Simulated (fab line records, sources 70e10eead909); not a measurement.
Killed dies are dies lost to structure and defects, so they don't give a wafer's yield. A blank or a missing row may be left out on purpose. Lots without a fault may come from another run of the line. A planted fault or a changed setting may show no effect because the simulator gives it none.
A struck lot beside a sound one | flow nand_harc | 15 steps out of a route of 1302
Sound: wafers L524.2, L524.4, L524.6. Struck: wafers L510.2, L510.3, L510.6. The cause comes at the end.
At each step with rows: each side's tool, then ch and its chambers, then its first start. Under that, the readings that differ: sound wafers | struck wafers | difference of the means | sigmas: that difference in standard deviations of wafers without a fault.
alike: readings whose means differ by less than 2 such deviations, and words and numbers that are the same on both sides. not compared: withheld readings, readings that some wafer has no value for, bounds like >300 that may hide the same value, and numbers for which the record gives no deviation and whose values overlap.
The two part at a step that has a row with sigmas, a row that says differs or no value, or rows on one side only. Numbers that don't overlap but have no deviation are shown without sigmas and don't part them. A reading that every wafer of one side lacks parts them only if that side has two wafers or more.

first, 1 step without rows for these wafers: NHARC_A_CHANNEL_HOLE_D1_STRIP_43 (strips in O2/COS).
NHARC_A_CHANNEL_HOLE_D1_ETCH_44: etches the open film in CF4/O2, target depth 140 nm, overetch 14 nm, time 77 s.
  sound on rie_diel-03 ch 2,3, day 16 16:56; struck on rie_diel-08 ch 1,2,3, day 11 01:39
  alike: chamber_pressure_mTorr, drypump_motor_current_A, mfc_ar_sccm, oes_product_au, rf_vpp_V, showerhead_plenum_p_Torr, throttle_valve_pct
  not compared: rf_hours_counter_h
NHARC_A_CHANNEL_HOLE_D1_STRIP_27: strips in O2.
  sound on rie_diel-03 ch 0,2; struck on rie_diel-08 ch 0,2,3
  alike: chamber_pressure_mTorr, drypump_motor_current_A, mfc_ar_sccm, oes_product_au, rf_vpp_V, showerhead_plenum_p_Torr, throttle_valve_pct
  not compared: rf_hours_counter_h
then, 2 steps without rows for these wafers: NHARC_A_CHANNEL_HOLE_D1_PRECLEAN_28 (cleans in SC1); NHARC_A_CHANNEL_HOLE_D1_SRD_29.
NHARC_A_CHANNEL_HOLE_D1_CD_MEAS_30:
  sound on cd_sem-02, day 16 17:43; struck on cd_sem-01, day 11 02:27
  alike: cd_nm
NHARC_A_CHANNEL_HOLE_D1_XSEM_31:
  sound on xsem-02 ch 0, day 16 17:49; struck on xsem-02 ch 0, day 11 02:32
  reading            | sound          | struck         | difference | sigmas
  tilt_deg (degrees) | 0.21 0.21 0.21 | 0.07 0.07 0.07 | -0.14      | -3
  alike: bot_cd_nm, bow_nm
NHARC_A_CHANNEL_HOLE_D1_INSPECT_40:
  sound on defect_inspect-02, day 17 00:12; struck on defect_inspect-01, day 11 02:38
  reading          | sound     | struck   | difference | sigmas
  raw_defect_count | 123 96 91 | 59 40 48 | -54        | -2
then, 2 steps without rows for these wafers: NHARC_A_CHANNEL_FILL_D1_PRECLEAN_00 (cleans in SC1); NHARC_A_CHANNEL_FILL_D1_SRD_01.
NHARC_A_CHANNEL_FILL_D1_ALD_02: deposits SiO2, target thk 6 nm, pulse time 10 s, ald cycles 60.
  sound on ald_hk-01 ch 1,2,3, day 17 00:28; struck on ald_hk-03 ch 0,2, day 11 02:50
  alike: ald_cycles, heater_power_w, precursor_pulse_height_rel
then, 1 step without rows for these wafers: NHARC_A_CHANNEL_FILL_D1_ALD_03 (deposits SiNx, target thk 6 nm, pulse time 60 s, ald cycles 58).
NHARC_A_CHANNEL_FILL_D1_ALD_14: deposits SiO2, target thk 2.5 nm, pulse time 10 s, ald cycles 25.
  sound on ald_hk-01 ch 2,3, day 17 07:38; struck on ald_hk-02 ch 0,1,2, day 11 09:05
  reading    | sound    | struck   | difference | sigmas
  ald_cycles | 25 25 25 | 28 28 28 | +3         |
  alike: heater_power_w, precursor_pulse_height_rel
NHARC_A_CHANNEL_FILL_D1_ALD_15: deposits SiNx, target thk 2 nm, pulse time 60 s, ald cycles 19.
  sound on ald_sin_batch-01 ch 0, day 17 10:32; struck on ald_sin_batch-03 ch 0, day 11 12:08
  reading    | sound    | struck   | difference | sigmas
  ald_cycles | 19 19 19 | 26 26 26 | +7         |
  alike: precursor_pulse_height_rel
NHARC_A_CHANNEL_FILL_D1_ALD_16: deposits SiO2, target thk 1.5 nm, pulse time 10 s, ald cycles 15.
  sound on ald_hk-01 ch 0,1, day 17 13:26; struck on ald_hk-01 ch 0,1,3, day 11 14:16
  alike: ald_cycles, heater_power_w, precursor_pulse_height_rel

WHERE THEY PART
First at NHARC_A_CHANNEL_HOLE_D1_XSEM_31; last, within this record, at NHARC_A_CHANNEL_HOLE_D1_INSPECT_40. Later steps at which nothing parts them and some readings are alike: NHARC_A_CHANNEL_FILL_D1_ALD_02, NHARC_A_CHANNEL_FILL_D1_ALD_14, NHARC_A_CHANNEL_FILL_D1_ALD_15, NHARC_A_CHANNEL_FILL_D1_ALD_16.

WHY: what the simulator had put in
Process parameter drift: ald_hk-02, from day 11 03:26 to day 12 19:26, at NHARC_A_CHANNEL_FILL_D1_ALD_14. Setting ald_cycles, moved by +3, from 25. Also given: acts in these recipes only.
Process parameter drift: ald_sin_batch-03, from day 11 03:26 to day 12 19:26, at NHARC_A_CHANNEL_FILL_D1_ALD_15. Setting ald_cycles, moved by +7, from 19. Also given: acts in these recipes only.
